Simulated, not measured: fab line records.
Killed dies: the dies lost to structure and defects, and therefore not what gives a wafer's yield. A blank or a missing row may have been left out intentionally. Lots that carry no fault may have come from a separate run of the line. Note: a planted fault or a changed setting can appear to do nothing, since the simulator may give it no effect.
Split-lot study -- flow n5-finfet -- 39 wafers read from 7 lots, route of 1938 steps

THE SPLIT ITSELF
At N5_HKMG_FIN_DEVELOP_48 (develop time 30 s), the setting develop-time-s was moved away from the recipe's 30 s on 12 of the 39 wafers read, by -55.7% to +35.1%. The other wafers ran this setting at the recipe's value.

There is no step in the file separating the split from the reading.

THE READING
cd-nm, in nm, at N5_HKMG_FIN_CD_MEAS_49 (target cd 202 nm). Fault-free wafers of this fab line usually give 201.9 nm, standard deviation 0.61 nm.

wafer,"tool, chamber at the split","develop-time-s as run, s",against the recipe,"cd-nm, nm",against lot-mates on the recipe
L077.1,"litho-track-02, 0",30,recipe,202.4,-
L077.2,"litho-track-02, 0",30,recipe,201.3,-
L077.3,"litho-track-02, 0",30,recipe,202.0,-
L077.4,"litho-track-02, 0",30,recipe,201.7,-
L077.5,"litho-track-02, 0",30,recipe,202.2,-
L077.6,"litho-track-02, 0",30,recipe,201.7,-
L082.1,"litho-track-04, 0",30,recipe,202.1,-
L082.2,"litho-track-04, 0",30,recipe,201.9,-
L082.4,"litho-track-04, 0",30,recipe,202.2,-
L083.1,"litho-track-02, 0",30,recipe,202.5,-
L083.2,"litho-track-02, 0",40.53,+35.1%,203.5,+1.2
L083.3,"litho-track-02, 0",30,recipe,202.7,-
L083.4,"litho-track-02, 0",40.53,+35.1%,203.5,+1.2
L083.5,"litho-track-02, 0",40.53,+35.1%,203.1,+0.8
L083.6,"litho-track-02, 0",30,recipe,201.6,-
L086.1,"litho-track-03, 0",36.52,+21.7%,202.7,+1.4
L086.2,"litho-track-03, 0",30,recipe,201.0,-
L086.3,"litho-track-03, 0",30,recipe,202.0,-
L086.4,"litho-track-03, 0",36.52,+21.7%,203.0,+1.7
L086.5,"litho-track-03, 0",36.52,+21.7%,202.0,+0.7
L086.6,"litho-track-03, 0",30,recipe,201.0,-
L091.1,"litho-track-03, 0",30,recipe,201.1,-
L091.2,"litho-track-03, 0",18.73,-37.6%,199.7,-1.5
L091.3,"litho-track-03, 0",18.73,-37.6%,199.7,-1.5
L091.4,"litho-track-03, 0",18.73,-37.6%,199.3,-1.9
L091.5,"litho-track-03, 0",30,recipe,201.1,-
L091.6,"litho-track-03, 0",30,recipe,201.3,-
L093.1,"litho-track-02, 0",30,recipe,201.0,-
L093.2,"litho-track-02, 0",30,recipe,201.6,-
L093.3,"litho-track-02, 0",13.3,-55.7%,197.0,-4.1
L093.4,"litho-track-02, 0",30,recipe,200.7,-
L093.5,"litho-track-02, 0",13.3,-55.7%,197.1,-4.0
L093.6,"litho-track-02, 0",13.3,-55.7%,197.0,-4.1
L095.1,"litho-track-02, 0",30,recipe,202.1,-
L095.2,"litho-track-02, 0",30,recipe,202.6,-
L095.3,"litho-track-02, 0",30,recipe,202.5,-
L095.4,"litho-track-02, 0",30,recipe,203.2,-
L095.5,"litho-track-02, 0",30,recipe,201.5,-
L095.6,"litho-track-02, 0",30,recipe,201.7,-

THE FIT
A straight line over all 39 wafers: cd-nm changes by +0.0667 nm for each +1% of develop-time-s; r = +0.91; the points scatter about the line by 0.67 nm.
The same after taking each lot's own level away (the mean of its wafers on the recipe; 39 wafers): +0.056 nm for each +1%; r = +0.92; scatter 0.54 nm.
The reading moves by 3.1 nm for the largest change in develop-time-s, on that fit.
Measured against the standard deviation above, the lots' own levels, which go from 201.10 to 202.27 nm, span 1.9 times it.
So the lot-to-lot level changes the slope: the two fits differ.
Check: -3.03 nm against its lot-mates is what the line predicts for one of the wafers moved furthest among these (-55.7%) when that wafer is left out of the fit. It came out at -4.1 nm against them.

ADDITIONAL SPLITS CARRIED BY THESE WAFERS
Other splits were also applied to these wafers ahead of the reading. Each is held against what the fit with the lots' levels taken away leaves over:
other split on the same wafers,wafers away from the commonest value,r with cd-nm (lot level and that fit taken away)
N5_ZERO_LAYER_DEVELOP_10 develop-time-s,18,-0.28
N5_FIN_SAQP_ETCH_65 time-s,15,+0.15
N5_SD_EPI_N_DESCUM_14 time-s,12,+0.06

THE WHOLE CHAIN: every reading that the file lists as answering this split, in the file's order
step,what it does,reading,change (the file's fit),r (the file's)
N5_HKMG_FIN_CD_MEAS_49,target cd 202 nm,cd-nm,+0.0565 nm for each +1% of the setting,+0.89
N5_HKMG_FIN_ETCH_54,"etches SiARC in CF4, target depth 45.5 nm, time 75.8 s","HKMG_FIN.cd-offset-nm (the simulator's own value, which no gauge read)",+0.0583 nm for each +1% of the setting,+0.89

THE FILE'S OWN FIT
cd-nm changes by +0.0565 nm for each +1% of develop-time-s, r = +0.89.
